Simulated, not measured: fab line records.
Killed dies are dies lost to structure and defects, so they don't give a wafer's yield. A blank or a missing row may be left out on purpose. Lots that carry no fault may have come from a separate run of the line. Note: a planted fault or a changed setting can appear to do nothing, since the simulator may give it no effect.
Matching of chambers ; flow nand_harc ; 4 sister chambers for NHARC_A_CONTACT_ETCH_88 on rie_diel-02
The step etches the open film in CF4, target depth 39 nm, time 65 s. 8 wafers are shown with their chamber, then 8 later ones without.

== WAFERS WITH THEIR CHAMBER ==
wafer;chamber;showerhead_plenum_p_Torr (Torr);oes_product_au (a.u.)
L751.2;2;1.65;0.992
L751.6;3;1.83;0.999
L752.4;0;1.83;1.000
L752.6;1;1.82;1.009
L754.1;2;1.65;1.000
L754.5;1;1.82;1.013
L754.6;0;1.82;1.001
L764.2;3;1.83;0.983

== WAFERS WITHOUT THEIR CHAMBER ==
wafer;showerhead_plenum_p_Torr (Torr);oes_product_au (a.u.)
L764.3;1.64;0.992
L764.6;1.83;0.982
L768.1;1.82;0.990
L768.2;1.64;0.996
L768.5;1.82;0.980
L767.1;1.64;1.003
L767.2;1.82;0.998
L767.5;1.82;0.990

== THE CHAMBER EACH PASSED THROUGH ==
wafer;from the rows above;in truth
L764.3;2;2
L764.6;can't be placed: 3 or 0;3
L768.1;can't be placed: 0 or 3 or 1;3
L768.2;2;2
L768.5;can't be placed: 3 or 0 or 1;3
L767.1;2;2
L767.2;can't be placed: 0 or 1 or 3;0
L767.5;can't be placed: 0 or 3 or 1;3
Correctly placed: 3 of 8. Can't be placed from these rows: 5 (the true chamber is among the candidates in 5). 0 placed wrongly.
How it was worked out, from the rows above alone: a wafer's distance from a chamber is the root of the sum, over the readings, of the square of ((its reading less the chamber's mean) divided by the reading's scatter). If the next closest chamber is less than 2 further off than the closest, the wafer can't be placed; otherwise it belongs to the closest. Each chamber's mean is taken over the wafers shown for it. The scatter: the root of (the sum of the squares of (reading less its chamber's mean) over the shown wafers, divided by (wafers less chambers)).
